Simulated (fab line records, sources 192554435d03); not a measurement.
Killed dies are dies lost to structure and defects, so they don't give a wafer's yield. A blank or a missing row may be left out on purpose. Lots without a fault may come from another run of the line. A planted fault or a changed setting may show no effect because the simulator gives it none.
Chamber matching | flow n5_finfet | N5_BEOL_M11_CMP_52 on cmp-03: 4 sister chambers
The step polishes, stops on SiCOH lowk, t overpolish 7 s, target thk 140 nm. 24 wafers are shown with their chamber, then 12 later ones without.

WAFERS WITH THEIR CHAMBER
wafer  | chamber | motor_current_A (A) | time_to_endpoint_s (s) | barrier_field_endpoint_s (s)
L074.1 | 2       | 6.8                 | 64                     | 27.6
L074.3 | 0       | 6.0                 | 67                     | 29.6
L074.5 | 0       | 6.4                 | 67                     | 28.8
L076.1 | 1       | 6.8                 | 63                     | 28.4
L076.2 | 0       | 6.0                 | 63                     | 29.1
L076.4 | 2       | 7.2                 | 62                     | 27.8
L078.3 | 1       | 6.7                 | 68                     | 29.0
L078.5 | 3       | 6.1                 | 69                     | 30.3
L078.6 | 2       | 7.1                 | 65                     | 28.9
L079.2 | 1       | 6.5                 | 68                     | 28.6
L079.3 | 2       | 6.9                 | 68                     | 28.4
L079.4 | 0       | 5.5                 | 64                     | 28.0
L080.1 | 1       | 6.3                 | 66                     | 29.7
L080.2 | 2       | 7.1                 | 68                     | 29.2
L080.4 | 0       | 6.1                 | 68                     | 29.8
L082.1 | 0       | 5.9                 | 69                     | 29.2
L082.4 | 2       | 6.8                 | 68                     | 29.6
L082.6 | 2       | 7.0                 | 68                     | 30.4
L081.1 | 1       | 6.6                 | 68                     | 28.5
L081.3 | 0       | 5.9                 | 65                     | 29.3
L081.4 | 2       | 6.8                 | 71                     | 30.3
L084.2 | 2       | 6.7                 | 70                     | 28.8
L084.3 | 3       | 6.0                 | 69                     | 29.0
L084.6 | 3       | 6.2                 | 71                     | 28.9

SIGNATURES (means of the wafers above)
reading                  | chamber 0 | chamber 1 | chamber 2 | chamber 3 | scatter within a chamber
motor_current_A          | 5.971     | 6.580     | 6.933     | 6.100     | 0.205
time_to_endpoint_s       | 66.14     | 66.60     | 67.11     | 69.67     | 2.43
barrier_field_endpoint_s | 29.114    | 28.840    | 29.000    | 29.400    | 0.784
Rule: a wafer's distance from a chamber is the root of the sum, over the readings, of the square of ((its reading less the chamber's mean) divided by the reading's scatter). The wafer belongs to the nearest chamber; if the next one is less than 2 further off, it can't be placed. The scatter: the root of (the sum of the squares of (reading less its chamber's mean) over the shown wafers, divided by (wafers less chambers)).

WAFERS WITHOUT THEIR CHAMBER
wafer  | motor_current_A (A) | time_to_endpoint_s (s) | barrier_field_endpoint_s (s)
L089.1 | 7.1                 | 66                     | 29.2
L089.2 | 5.9                 | 65                     | 29.3
L089.3 | 6.1                 | 67                     | 29.1
L089.4 | 6.5                 | 66                     | 29.9
L089.5 | 6.0                 | 64                     | 29.4
L089.6 | 6.0                 | 66                     | 29.8
L091.1 | 6.0                 | 64                     | 28.5
L091.2 | 6.3                 | 65                     | 28.1
L091.6 | 6.2                 | 69                     | 29.6
L097.2 | 7.0                 | 68                     | 29.0
L097.4 | 6.5                 | 65                     | 30.0
L097.6 | 6.4                 | 67                     | 29.3

WHICH CHAMBER EACH WENT THROUGH
wafer  | from the rows above               | in truth
L089.1 | can't be placed: 2 or 1           | 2
L089.2 | can't be placed: 0 or 3           | 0
L089.3 | can't be placed: 0 or 3 or 1      | 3
L089.4 | can't be placed: 1 or 2 or 3 or 0 | 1
L089.5 | can't be placed: 0 or 3           | 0
L089.6 | can't be placed: 0 or 3           | 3
L091.1 | can't be placed: 0 or 3 or 1      | 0
L091.2 | can't be placed: 1 or 0 or 3 or 2 | 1
L091.6 | can't be placed: 3 or 0 or 1      | 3
L097.2 | can't be placed: 2 or 1           | 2
L097.4 | can't be placed: 1 or 2 or 3 or 0 | 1
L097.6 | can't be placed: 1 or 3 or 0 or 2 | 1
Placed correctly: 0 of 12. Can't be placed from these rows: 12 (the true chamber is among the candidates in 12). Placed wrongly: 0.
